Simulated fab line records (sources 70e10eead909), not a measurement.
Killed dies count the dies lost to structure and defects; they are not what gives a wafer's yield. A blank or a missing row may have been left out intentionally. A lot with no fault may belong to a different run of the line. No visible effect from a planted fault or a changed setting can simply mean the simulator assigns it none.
Matching of chambers | flow nand harc | NHARC_A_CONTACT_ALD_18 on ald metal-03: 4 sister chambers
The step deposits TiN, target thk 3 nm, pulse time 1 s, ald cycles 150. 22 wafers are shown with their chamber, then 11 later ones without.

WAFERS WITH THEIR CHAMBER
wafer  | chamber | heater power w (W) | precursor pulse height rel
L075.1 | 1       | 992                | 0.977
L075.2 | 2       | 1030               | 1.003
L075.3 | 3       | 1120               | 0.985
L078.1 | 1       | 1010               | 1.009
L078.3 | 3       | 1104               | 0.980
L078.6 | 3       | 1118               | 0.983
L081.2 | 3       | 1131               | 1.015
L081.3 | 0       | 1016               | 1.036
L081.4 | 1       | 1004               | 1.019
L080.1 | 0       | 1021               | 0.973
L080.3 | 2       | 1029               | 1.034
L080.4 | 3       | 1117               | 0.987
L080.2 | 1       | 1019               | 1.010
L080.5 | 2       | 1055               | 1.050
L080.6 | 3       | 1075               | 1.015
L085.1 | 0       | 1054               | 0.982
L085.3 | 1       | 1027               | 0.983
L085.4 | 3       | 1110               | 1.011
L085.2 | 2       | 1059               | 1.018
L085.5 | 2       | 1023               | 1.005
L085.6 | 1       | 998                | 0.979
L088.1 | 0       | 1031               | 1.004

SIGNATURES (averages over the wafers above)
reading                    | chamber 0 | chamber 1 | chamber 2 | chamber 3 | scatter within a chamber
heater power w             | 1030.50   | 1008.33   | 1039.20   | 1110.71   | 16.2
precursor pulse height rel | 0.99875   | 0.99617   | 1.02200   | 0.99657   | 0.0201
Rule: a wafer's distance from a chamber is the root of the sum, over the readings, of the square of ((its reading less the chamber's mean) divided by the reading's scatter). The wafer belongs to the nearest chamber; if the next one is less than 2 further off, it can't be placed. The scatter is the square root of a quotient: the sum, over the shown wafers, of each reading's squared deviation from its chamber's mean, divided by wafers minus chambers.

WAFERS MISSING THEIR CHAMBER
wafer  | heater power w (W) | precursor pulse height rel
L088.2 | 1053               | 1.032
L088.4 | 1113               | 0.974
L093.2 | 1039               | 0.994
L093.3 | 1001               | 1.022
L093.6 | 1017               | 1.043
L092.2 | 1172               | 1.048
L092.5 | 1006               | 0.996
L092.6 | 1033               | 1.020
L097.1 | 1142               | 1.053
L097.2 | 994                | 1.007
L097.5 | 1019               | 0.980

WHICH CHAMBER EACH ONE RAN IN
wafer  | from the rows above          | in truth
L088.2 | can't be placed: 2 or 0      | 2
L088.4 | 3                            | 3
L093.2 | can't be placed: 0 or 2 or 1 | 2
L093.3 | can't be placed: 1 or 0 or 2 | 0
L093.6 | can't be placed: 2 or 0 or 1 | 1
L092.2 | 3                            | 3
L092.5 | can't be placed: 1 or 0      | 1
L092.6 | can't be placed: 2 or 0 or 1 | 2
L097.1 | 3                            | 3
L097.2 | can't be placed: 1 or 0 or 2 | 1
L097.5 | can't be placed: 1 or 0 or 2 | 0
Placed correctly: 3 of 11. Unplaceable from these rows: 8, with the true chamber sitting among the candidates in 8. Placed wrongly: 0.
